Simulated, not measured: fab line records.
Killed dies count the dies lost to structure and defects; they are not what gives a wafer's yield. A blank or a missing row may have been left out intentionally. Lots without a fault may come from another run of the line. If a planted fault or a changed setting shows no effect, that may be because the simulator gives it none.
Split-lot experiment + flow n5 finfet + on a route of 1938 steps: 7 lots, 21 wafers read

ABOUT THE SPLIT
At N5_BEOL_M0_SAQP_EXPOSE_11 (exposes mask M0 CORE, target cd 42 nm), the setting dose mj was moved away from the recipe's 55 on 9 of the 21 wafers read, by -6.5% to +7.2%. All remaining wafers had this setting at the recipe value.

FROM THE SPLIT TO THE READING: what the file shows between them, 2 steps
- N5_BEOL_M0_SAQP_PEB_12: peb time 60 s
- N5_BEOL_M0_SAQP_DEVELOP_13: develop time 30 s

THE READING
cd nm, in nm, at N5_BEOL_M0_SAQP_CD_MEAS_14 (target cd 42.5 nm). A value of 42.5 nm with a standard deviation of 0.3 nm is what fault-free wafers of this fab line usually give.

| wafer  | tool, chamber at the split | dose mj as run | against the recipe | cd nm, nm | against lot-mates on the recipe |
|--------|----------------------------|----------------|--------------------|-----------|---------------------------------|
| L076.3 | arfi scanner-02, 0         | 55             | recipe             | 42.7      | -                               |
| L076.4 | arfi scanner-02, 0         | 55             | recipe             | 42.5      | -                               |
| L076.6 | arfi scanner-02, 0         | 55             | recipe             | 42.6      | -                               |
| L077.3 | arfi scanner-02, 0         | 55             | recipe             | 41.9      | -                               |
| L077.5 | arfi scanner-02, 0         | 56.68          | +3.1%              | 41.0      | -0.9                            |
| L077.6 | arfi scanner-02, 0         | 56.68          | +3.1%              | 41.5      | -0.4                            |
| L078.4 | arfi scanner-03, 0         | 55             | recipe             | 42.1      | -                               |
| L078.5 | arfi scanner-03, 0         | 52.01          | -5.4%              | 44.2      | +2.0                            |
| L078.6 | arfi scanner-03, 0         | 55             | recipe             | 42.4      | -                               |
| L082.2 | arfi scanner-02, 0         | 51.45          | -6.5%              | 44.6      | +2.3                            |
| L082.4 | arfi scanner-02, 0         | 55             | recipe             | 42.1      | -                               |
| L082.6 | arfi scanner-02, 0         | 55             | recipe             | 42.5      | -                               |
| L083.3 | arfi scanner-02, 0         | 55             | recipe             | 42.3      | -                               |
| L083.5 | arfi scanner-02, 0         | 58.12          | +5.7%              | 40.3      | -2.0                            |
| L083.6 | arfi scanner-02, 0         | 58.12          | +5.7%              | 40.9      | -1.4                            |
| L090.3 | arfi scanner-01, 0         | 55             | recipe             | 42.4      | -                               |
| L090.4 | arfi scanner-01, 0         | 55             | recipe             | 42.7      | -                               |
| L090.6 | arfi scanner-01, 0         | 53.31          | -3.1%              | 43.5      | +1.0                            |
| L094.2 | arfi scanner-01, 0         | 58.98          | +7.2%              | 40.6      | -2.3                            |
| L094.3 | arfi scanner-01, 0         | 55             | recipe             | 42.9      | -                               |
| L094.4 | arfi scanner-01, 0         | 58.98          | +7.2%              | 41.1      | -1.8                            |

FIT RESULTS
A straight line over all 21 wafers: cd nm changes by -0.292 nm for each +1% of dose mj; r = -0.95; the points scatter about the line by 0.35 nm.
The same after taking each lot's own level away (the mean of its wafers on the recipe; 21 wafers): -0.308 nm for each +1%; r = -0.98; scatter 0.22 nm.
The reading moves by 2.2 nm for the largest change in dose mj, on that fit.
Measured against the standard deviation above, the lots' own levels, which go from 41.90 to 42.90 nm, span 3.3 times it.
So the lot-to-lot level changes the slope little: the two slopes agree.
Check: -2.11 nm against its lot-mates is what the line predicts for one of the wafers moved furthest among these (+7.2%) when that wafer is left out of the fit. It came out at -2.3 nm against them.

FILE'S OWN FIT
cd nm changes by -0.313 nm for each +1% of dose mj, r = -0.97.
